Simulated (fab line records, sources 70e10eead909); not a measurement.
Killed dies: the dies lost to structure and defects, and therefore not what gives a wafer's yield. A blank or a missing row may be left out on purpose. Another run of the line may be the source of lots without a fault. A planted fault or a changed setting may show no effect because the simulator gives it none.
A lot that was struck, set against a sound lot ; flow nand-harc ; 14 steps out of a route of 1302
Sound: the wafers L124.1, L124.2, L124.5. Struck: wafer L138.6. (L138.1, L138.5 of the same lot were not struck and are left out.) The cause comes at the end.
Each step with rows lists, per side, the tool, then ch with its chambers, then its first start. Under that, the readings that differ: sound wafers ; struck wafers ; difference of the means ; sigmas: that difference in standard deviations of wafers without a fault.
alike: same words and numbers on both sides, and readings whose means sit less than 2 such deviations apart. not compared: any withheld reading, any reading some wafer has no value for, any bound like >300 that may hide the same value, and any number with overlapping values for which the record gives no deviation.
A row with sigmas, a row that says differs or no value, or rows on one side alone: a step with any of these is where the two part. Numbers that don't overlap but have no deviation are shown without sigmas and don't part them. A reading missing from all wafers of one side parts the sides only when that side holds two or more wafers.

first, 4 steps without rows for these wafers: NHARC_P_M2_EBR_05; NHARC_P_M2_EXPOSE_06 (exposes mask P M2, target cd 170 nm); NHARC_P_M2_PEB_07 (peb time 65 s); NHARC_P_M2_DEVELOP_08 (develop time 35 s).
NHARC_P_M2_CD_MEAS_09: target cd 170 nm.
  sound on cd-sem-02 ch 0, day 7 05:04; struck on cd-sem-01 ch 0, day 13 03:24
  alike: cd-nm
NHARC_P_M2_OVL_MEAS_10: pitch 340 nm.
  sound on overlay-02 at day 7 05:09; struck on overlay-01 at day 13 03:29
reading;sound;struck;difference;sigmas
overlay-x-nm (nm);0.0 0.3 0.3;2.0;+1.8;+2
overlay-y-nm (nm);2.0 1.9 1.6;-1.4;-3.2;-3
NHARC_P_M2_INSPECT_11:
  sound on defect-inspect-02 at day 7 05:11; struck on defect-inspect-02 at day 13 03:31
  alike: raw-defect-count
NHARC_P_M2_DESCUM_14: chemistry O2, time 3 s.
  sound on rie-diel-08 ch 0,3, day 7 05:15; struck on rie-diel-09 ch 3, day 13 03:37
  alike: drypump-motor-current-A, oes-product-au, rf-vpp-V, showerhead-plenum-p-Torr, throttle-valve-pct
  not compared: rf-hours-counter-h
NHARC_P_M2_ETCH_35: etches the open film in N2/H2, target depth 40 nm, overetch 12 nm, time 43.94 s.
  sound on rie-diel-08 ch 0,2, day 7 05:20; struck on rie-diel-09 ch 3, day 13 03:40
  alike: drypump-motor-current-A, h2-flow-sccm, oes-product-au, rf-vpp-V, run-length-s, showerhead-plenum-p-Torr, throttle-valve-pct
  not compared: rf-hours-counter-h
NHARC_P_M2_ETCH_15: etches the open film in C4F8/Ar, target depth 182.5 nm, time 91.2 s.
  sound: rie-diel-08 ch 0,2,3; struck: rie-diel-09 ch 2
reading;sound;struck;difference;sigmas
run-length-s (s);113.0 113.5 112.4;111.7;-1.3;-2
  alike: oes-product-au, rf-vpp-V
  not compared: rf-hours-counter-h
NHARC_P_M2_CD_MEAS_16:
  sound on cd-sem-01 at day 7 05:33; struck on cd-sem-03 at day 13 03:53
  alike: cd-nm
NHARC_P_M2_STRIP_18: strips in N2/H2.
  sound on rie-diel-08 ch 0,1,3, day 7 05:39; struck on rie-diel-02 ch 0, day 13 03:58
  alike: drypump-motor-current-A, h2-flow-sccm, oes-product-au, power-w, rf-vpp-V, showerhead-plenum-p-Torr, throttle-valve-pct
  not compared: rf-hours-counter-h
NHARC_P_M2_ETCH_28: etches the open film in CF4/N2, target depth 30 nm, time 72.99 s.
  sound on rie-diel-08 ch 1,3, day 7 05:52; struck on rie-diel-02 ch 0, day 13 04:14
reading;sound;struck;difference;sigmas
run-length-s (s);94.8 93.3 94.8;73.6;-20.7;-41
  alike: drypump-motor-current-A, oes-product-au, rf-vpp-V, showerhead-plenum-p-Torr, throttle-valve-pct
  not compared: rf-hours-counter-h
then, 1 step without rows for these wafers: NHARC_P_M2_STRIP_19 (strips in post etch residue remover, time 600 s).

## WHERE THEY PART
Last at NHARC_P_M2_ETCH_28 as far as this record goes, first at NHARC_P_M2_OVL_MEAS_10.

WHY: what had been put in by the simulator
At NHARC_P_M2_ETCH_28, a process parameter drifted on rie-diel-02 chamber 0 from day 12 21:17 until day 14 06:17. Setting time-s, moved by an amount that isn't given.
